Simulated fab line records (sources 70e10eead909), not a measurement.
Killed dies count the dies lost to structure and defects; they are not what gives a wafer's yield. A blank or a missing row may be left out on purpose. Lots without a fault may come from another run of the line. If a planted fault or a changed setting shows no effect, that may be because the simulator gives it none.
Struck lot and sound lot, side by side ; flow nandHarc ; 40 out of 1159 route steps
Sound: wafers L612.2, L612.4, L612.5. Struck: wafer L619.6. (L619.2, L619.4 of the same lot were not struck and are left out.) The cause comes at the end.
Each step with rows lists, per side, the tool, then ch with its chambers, then its first start. Under that, the readings that differ: sound wafers ; struck wafers ; difference of the means ; sigmas: that difference in standard deviations of wafers without a fault.
alike: a reading whose means differ by less than 2 such deviations, as well as words and numbers matching on both sides. not compared: withheld readings; readings where some wafer has no value; bounds like >300 that might hide an equal value; numbers whose values overlap and for which the record gives no deviation.
A row with sigmas, a row that says differs or no value, or rows on one side alone: a step with any of these is where the two part. When numbers do not overlap yet have no deviation, they are printed without sigmas and do not part them. Lack of a reading on every wafer of one side parts them only where that side has two or more wafers.

first, 8 steps without rows for these wafers: NHARC_A_SLIT_DEHYDRATE_01 (time 120 s); NHARC_A_SLIT_HMDS_02 (time 30 s); NHARC_A_SLIT_COAT_03 (resist thk 90 nm); NHARC_A_SLIT_SOFTBAKE_04 (time 55 s); NHARC_A_SLIT_EBR_05; NHARC_A_SLIT_EXPOSE_06 (exposes mask SLIT); NHARC_A_SLIT_PEB_07 (peb time 65 s); NHARC_A_SLIT_DEVELOP_08 (develop time 35 s).
NHARC_A_SLIT_CD_MEAS_09 targets a cd of 300 nm.
  sound on cdSem-02 ch 0, day 14 11:46; struck on cdSem-02 ch 0, day 16 22:40
  alike: cdNm
NHARC_A_SLIT_OVL_MEAS_10:
  struck on overlay-01, day 16 22:46; sound on overlay-01, day 14 11:51
  alike: overlayXNm, overlayYNm
NHARC_A_SLIT_INSPECT_11:
  struck on defectInspect-01, day 16 22:47; sound on defectInspect-02, day 14 11:53
  alike: rawDefectCount
NHARC_A_SLIT_DESCUM_14: chemistry O2, time 3 s.
  sound on rieDiel-06 ch 0,1,2, day 14 11:58; struck on rieDiel-06 ch 0, day 16 22:52
  alike: drypumpMotorCurrentA, oesProductAu, rfVppV, showerheadPlenumPTorr, throttleValvePct
  not compared: rfHoursCounterH
NHARC_A_SLIT_ETCH_24: etches the open film in CF4/CHF3, target depth 121 nm, time 60.5 s.
  sound on rieDiel-06 ch 1,3, day 14 12:02; struck on rieDiel-06 ch 3, day 16 22:56
reading;sound;struck;difference;sigmas
throttleValvePct (%);16.818 16.812 16.799;16.787;-0.023;-3
  alike: drypumpMotorCurrentA, oesProductAu, rfVppV, showerheadPlenumPTorr
  not compared: rfHoursCounterH
then, 8 steps without rows for these wafers: NHARC_A_SLIT_ETCH_15 (etches the open film in O2/COS, target depth 3200 nm, time 832 s); NHARC_A_SLIT_ETCH_17 (etches the open film in C4F8/O2/Ar, time 1687.5 s, target depth 10100 nm); NHARC_A_SLIT_ETCH_26 (etches the open film in C4F8/O2/Ar, time 90 s, target depth 400 nm); NHARC_A_SLIT_STRIP_28 (strips in O2/COS); NHARC_A_SLIT_ETCH_29 (etches the open film in CF4/O2, target depth 100 nm, overetch 10 nm, time 55 s); NHARC_A_SLIT_STRIP_18 (strips in O2); NHARC_A_SLIT_PRECLEAN_19 (cleans in SC1); NHARC_A_SLIT_SRD_20.
NHARC_A_SLIT_CD_MEAS_21:
  struck on cdSem-02, day 17 02:16; sound on cdSem-03, day 14 16:17
reading;sound;struck;difference;sigmas
cdNm (nm);289.6 289.4 288.1;291.3;+2.3;+3
then, 3 steps without rows for these wafers: NHARC_A_SIN_REMOVE_WET_00 (chemistry H3PO4, time 15300 s); NHARC_A_SIN_REMOVE_PRECLEAN_01 (cleans in SC1); NHARC_A_SIN_REMOVE_SRD_02.
NHARC_A_SIN_REMOVE_INSPECT_04:
  struck on defectInspect-01, day 17 08:48; sound on defectInspect-01, day 15 00:01
  alike: rawDefectCount
then, 1 step without rows for these wafers: NHARC_A_WL_FILL_ALD_00 (deposits Al2O3, target thk 3 nm, pulse time 3 s, ald cycles 30).
NHARC_A_WL_FILL_RTA_01: time 5 s.
  sound on rtpAnneal-02 ch 0, day 15 03:05; struck on rtpAnneal-02 ch 0, day 17 09:32
  alike: lampPowerPct, wafer_temp_C_max
NHARC_A_WL_FILL_ALD_02: deposits TiN, target thk 2 nm, pulse time 3 s, ald cycles 100.
  sound on aldMetal-04 ch 0,3, day 15 03:16; struck on aldMetal-01 ch 0, day 17 09:46
  alike: heaterPowerW, precursorPulseHeightRel
NHARC_A_WL_FILL_CVD_03: deposits W, target thk 40 nm, time 3302 s.
  sound on cvdW-02 ch 0, day 15 04:29; struck on cvdW-01 ch 1, day 17 15:22
reading;sound;struck;difference;sigmas
heaterPowerW (W);554 546 535;447;-98;-2
  alike: throttleValvePct
then, 7 steps without rows for these wafers: NHARC_A_WL_FILL_ETCHBACK_04 (etches the open film in NF3, target depth 60 nm, time 120 s); NHARC_A_WL_FILL_ETCHBACK_05 (etches the open film in Cl2/BCl3, target depth 22 nm, time 60 s); NHARC_A_WL_FILL_STRIP_27 (strips in N2/H2, time 20 s); NHARC_A_WL_FILL_STRIP_28 (strips in post etch residue remover, time 1200 s); NHARC_A_WL_FILL_PRECLEAN_06 (cleans in DIW, time 300 s); NHARC_A_WL_FILL_SRD_07; NHARC_A_WL_FILL_ANNEAL_08 (time 1800 s).
NHARC_A_WL_FILL_ALD_10: deposits SiO2, target thk 50 nm, pulse time 10 s, ald cycles 500.
  sound on aldHk-03 ch 0,1,2, day 15 14:11; struck on aldHk-04 ch 3, day 17 23:41
  alike: heaterPowerW, precursorPulseHeightRel
then, 1 step without rows for these wafers: NHARC_A_WL_FILL_ETCHBACK_16 (etches the open film in C4F8/O2/Ar, target depth 88 nm, time 17.6 s).
-- record jumps: 7 days between struck wafers' starts before vs after; left off in module A_WL_FILL, resumes in module END, first step shown is number 1159 of the route --
NHARC_END_SORT_01:
  only the struck wafers appear in the record here, on prober-01 ch 0 at day 24 23:20; the sound ones have no rows

WHERE THEY PART
Last at NHARC_END_SORT_01 as far as this record goes, first at NHARC_A_SLIT_ETCH_24.

WHY: what the simulator had put in
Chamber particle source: rieDiel-06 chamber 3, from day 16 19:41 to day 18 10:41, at NHARC_A_SLIT_ETCH_24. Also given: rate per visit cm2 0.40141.
